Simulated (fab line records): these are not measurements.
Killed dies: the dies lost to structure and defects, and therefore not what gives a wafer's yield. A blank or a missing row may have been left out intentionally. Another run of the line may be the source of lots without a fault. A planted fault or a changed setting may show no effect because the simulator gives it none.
Matching of chambers | flow n5-finfet | 4 sister chambers for N5_BEOL_M6_ALD_77 on ald-metal-01
The step deposits TaN, target thk 2 nm, pulse time 2 s, purge time 3 s. 8 wafers are shown with their chamber, then 10 later ones without.

== EACH WAFER AND ITS CHAMBER ==
wafer  | chamber | heater-power-w (W) | susceptor-temp-C (C)
L081.5 | 1       | 410                | 275.05
L085.4 | 0       | 373                | 275.08
L085.5 | 2       | 382                | 274.77
L087.1 | 0       | 368                | 274.87
L087.2 | 1       | 431                | 275.41
L087.3 | 3       | 405                | 274.80
L091.1 | 2       | 382                | 274.91
L091.3 | 3       | 418                | 275.16

== WAFERS WHOSE CHAMBER IS MISSING ==
wafer  | heater-power-w (W) | susceptor-temp-C (C)
L091.6 | 386                | 274.79
L090.1 | 432                | 274.95
L090.2 | 404                | 274.82
L090.3 | 382                | 274.88
L094.2 | 389                | 275.11
L094.3 | 412                | 275.22
L094.6 | 404                | 275.06
L097.2 | 377                | 274.78
L097.3 | 385                | 274.90
L097.5 | 417                | 275.49

== WHICH CHAMBER EACH ONE RAN IN ==
wafer  | from the rows above          | in truth
L091.6 | can't be placed: 2 or 0      | 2
L090.1 | can't be placed: 1 or 3      | 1
L090.2 | can't be placed: 3 or 2 or 1 | 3
L090.3 | can't be placed: 2 or 0      | 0
L094.2 | can't be placed: 2 or 0 or 3 | 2
L094.3 | can't be placed: 1 or 3      | 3
L094.6 | can't be placed: 3 or 1 or 2 | 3
L097.2 | can't be placed: 2 or 0      | 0
L097.3 | can't be placed: 2 or 0      | 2
L097.5 | can't be placed: 1 or 3      | 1
Correctly placed: 0 of 10. Can't be placed from these rows: 10 (the true chamber is among the candidates in 10). Number placed wrongly: 0.
How it was worked out, from the rows above alone: a wafer's distance from a chamber is the root of the sum, over the readings, of the square of ((its reading less the chamber's mean) divided by the reading's scatter). The wafer belongs to the nearest chamber; if the next one is less than 2 further off, it can't be placed. For every chamber, the mean is computed from those of its wafers that are shown. The scatter: take each reading less its chamber's mean, square it, sum over the shown wafers, divide by the number of wafers less the number of chambers, and take the root.
